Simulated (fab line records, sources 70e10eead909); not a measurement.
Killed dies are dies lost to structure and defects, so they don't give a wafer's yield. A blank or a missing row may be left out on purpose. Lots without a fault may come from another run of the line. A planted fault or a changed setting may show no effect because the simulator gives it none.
Chamber matching | flow nand_harc | NHARC_A_CONTACT_ETCH_97 on rie_diel-05: 4 sister chambers
The step etches the open film in C4F6/O2, target depth 20 nm, time 10 s. 4 wafers are shown with their chamber, then 7 later ones without.

WAFERS WITH THEIR CHAMBER
wafer  | chamber | showerhead_plenum_p_Torr (Torr)
L240.4 | 2       | 3.82
L244.1 | 3       | 3.98
L250.1 | 0       | 3.64
L250.3 | 1       | 4.07

WAFERS WITHOUT THEIR CHAMBER
wafer  | showerhead_plenum_p_Torr (Torr)
L250.6 | 4.07
L249.4 | 3.81
L249.5 | 4.07
L249.6 | 3.81
L251.3 | 3.81
L251.4 | 4.06
L251.5 | 3.97

WHICH CHAMBER EACH WENT THROUGH
wafer  | from the rows above | in truth
L250.6 | 1                   | 1
L249.4 | 2                   | 2
L249.5 | 1                   | 1
L249.6 | 2                   | 2
L251.3 | 2                   | 2
L251.4 | 1                   | 1
L251.5 | 3                   | 3
Placed correctly: 7 of 7. Can't be placed from these rows: 0. Placed wrongly: 0.
How it was worked out, from the rows above alone: a wafer's distance from a chamber is the root of the sum, over the readings, of the square of ((its reading less the chamber's mean) divided by the reading's scatter). The wafer belongs to the nearest chamber; if the next one is less than 2 further off, it can't be placed. A chamber's mean is the mean of its shown wafers. The scatter: with one shown wafer a chamber, the root of the mean of the squares of how far each hidden wafer lies from its nearest shown one.
